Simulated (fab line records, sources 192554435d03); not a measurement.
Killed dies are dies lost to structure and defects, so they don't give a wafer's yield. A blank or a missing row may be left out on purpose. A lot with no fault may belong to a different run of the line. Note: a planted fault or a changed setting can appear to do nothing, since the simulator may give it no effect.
Chamber matching / flow n5-finfet / cvd-co-01 running N5_BEOL_M5_PRE_CLEAN_77: 3 sister chambers
The step time 15 s. 6 wafers are shown with their chamber, then 11 later ones without.

== WAFERS PAIRED WITH THEIR CHAMBERS ==
wafer=L090.4; chamber=0; heater-power-w (W)=107
wafer=L090.5; chamber=1; heater-power-w (W)=92
wafer=L091.2; chamber=2; heater-power-w (W)=82
wafer=L091.4; chamber=0; heater-power-w (W)=106
wafer=L091.6; chamber=2; heater-power-w (W)=82
wafer=L092.2; chamber=1; heater-power-w (W)=90

== WAFERS WITH NO CHAMBER GIVEN ==
wafer=L092.3; heater-power-w (W)=81
wafer=L092.5; heater-power-w (W)=92
wafer=L093.1; heater-power-w (W)=79
wafer=L093.4; heater-power-w (W)=83
wafer=L093.6; heater-power-w (W)=93
wafer=L096.3; heater-power-w (W)=81
wafer=L096.4; heater-power-w (W)=85
wafer=L096.5; heater-power-w (W)=108
wafer=L097.2; heater-power-w (W)=109
wafer=L097.3; heater-power-w (W)=90
wafer=L097.4; heater-power-w (W)=83

== THE CHAMBER EACH PASSED THROUGH ==
wafer=L092.3; from the rows above=2; in truth=2
wafer=L092.5; from the rows above=1; in truth=1
wafer=L093.1; from the rows above=2; in truth=2
wafer=L093.4; from the rows above=2; in truth=2
wafer=L093.6; from the rows above=1; in truth=1
wafer=L096.3; from the rows above=2; in truth=2
wafer=L096.4; from the rows above=2; in truth=2
wafer=L096.5; from the rows above=0; in truth=0
wafer=L097.2; from the rows above=0; in truth=0
wafer=L097.3; from the rows above=1; in truth=1
wafer=L097.4; from the rows above=2; in truth=2
Correct placement for 11 of the 11. Can't be placed from these rows: 0. Wrongly placed: 0.
How it was worked out, from the rows above alone: a wafer's distance from a chamber is the root of the sum, over the readings, of the square of ((its reading less the chamber's mean) divided by the reading's scatter). The wafer belongs to the nearest chamber; if the next one is less than 2 further off, it can't be placed. The mean given for a chamber averages the wafers shown for that chamber. The scatter is the square root of a quotient: the sum, over the shown wafers, of each reading's squared deviation from its chamber's mean, divided by wafers minus chambers.
